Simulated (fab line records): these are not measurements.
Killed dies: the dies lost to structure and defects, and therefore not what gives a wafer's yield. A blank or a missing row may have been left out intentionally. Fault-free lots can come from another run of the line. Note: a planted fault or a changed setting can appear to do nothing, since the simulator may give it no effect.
Matching of chambers || flow nand_harc || NHARC_A_BLC_CMP_25 on cmp-01: 4 sister chambers
The step polishes, t overpolish 30 s, target thk 150 nm. 4 wafers are shown with their chamber, then 12 later ones without.

== WAFERS PAIRED WITH THEIR CHAMBERS ==
{"wafer": "L090.1", "chamber": 1, "motor_current_A (A)": 13.3}
{"wafer": "L090.5", "chamber": 0, "motor_current_A (A)": 12.7}
{"wafer": "L088.5", "chamber": 3, "motor_current_A (A)": 11.6}
{"wafer": "L088.6", "chamber": 2, "motor_current_A (A)": 14.0}

== WAFERS WHOSE CHAMBER IS MISSING ==
{"wafer": "L093.2", "motor_current_A (A)": 12.9}
{"wafer": "L093.3", "motor_current_A (A)": 13.7}
{"wafer": "L093.4", "motor_current_A (A)": 11.2}
{"wafer": "L091.1", "motor_current_A (A)": 14.1}
{"wafer": "L091.3", "motor_current_A (A)": 11.3}
{"wafer": "L091.4", "motor_current_A (A)": 13.0}
{"wafer": "L094.3", "motor_current_A (A)": 13.8}
{"wafer": "L094.5", "motor_current_A (A)": 13.7}
{"wafer": "L094.6", "motor_current_A (A)": 11.1}
{"wafer": "L096.4", "motor_current_A (A)": 14.3}
{"wafer": "L096.5", "motor_current_A (A)": 11.5}
{"wafer": "L096.6", "motor_current_A (A)": 12.1}

== WHICH CHAMBER EACH WENT THROUGH ==
{"wafer": "L093.2", "from the rows above": "can't be placed: 0 or 1", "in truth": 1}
{"wafer": "L093.3", "from the rows above": "can't be placed: 2 or 1", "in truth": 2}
{"wafer": "L093.4", "from the rows above": 3, "in truth": 3}
{"wafer": "L091.1", "from the rows above": 2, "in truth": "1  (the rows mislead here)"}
{"wafer": "L091.3", "from the rows above": 3, "in truth": 3}
{"wafer": "L091.4", "from the rows above": "can't be placed: 0 or 1", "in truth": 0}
{"wafer": "L094.3", "from the rows above": "can't be placed: 2 or 1", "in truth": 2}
{"wafer": "L094.5", "from the rows above": "can't be placed: 2 or 1", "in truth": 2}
{"wafer": "L094.6", "from the rows above": 3, "in truth": 3}
{"wafer": "L096.4", "from the rows above": 2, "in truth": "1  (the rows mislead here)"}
{"wafer": "L096.5", "from the rows above": 3, "in truth": 3}
{"wafer": "L096.6", "from the rows above": "can't be placed: 3 or 0", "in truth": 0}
Placed correctly: 4 of 12. Can't be placed from these rows: 6 (the true chamber is among the candidates in 6). Number placed wrongly: 2.
How it was worked out, from the rows above alone: a wafer's distance from a chamber is the root of the sum, over the readings, of the square of ((its reading less the chamber's mean) divided by the reading's scatter). If the next closest chamber is less than 2 further off than the closest, the wafer can't be placed; otherwise it belongs to the closest. The mean given for a chamber averages the wafers shown for that chamber. The scatter: with one shown wafer a chamber, the root of the mean of the squares of how far each hidden wafer lies from its nearest shown one.
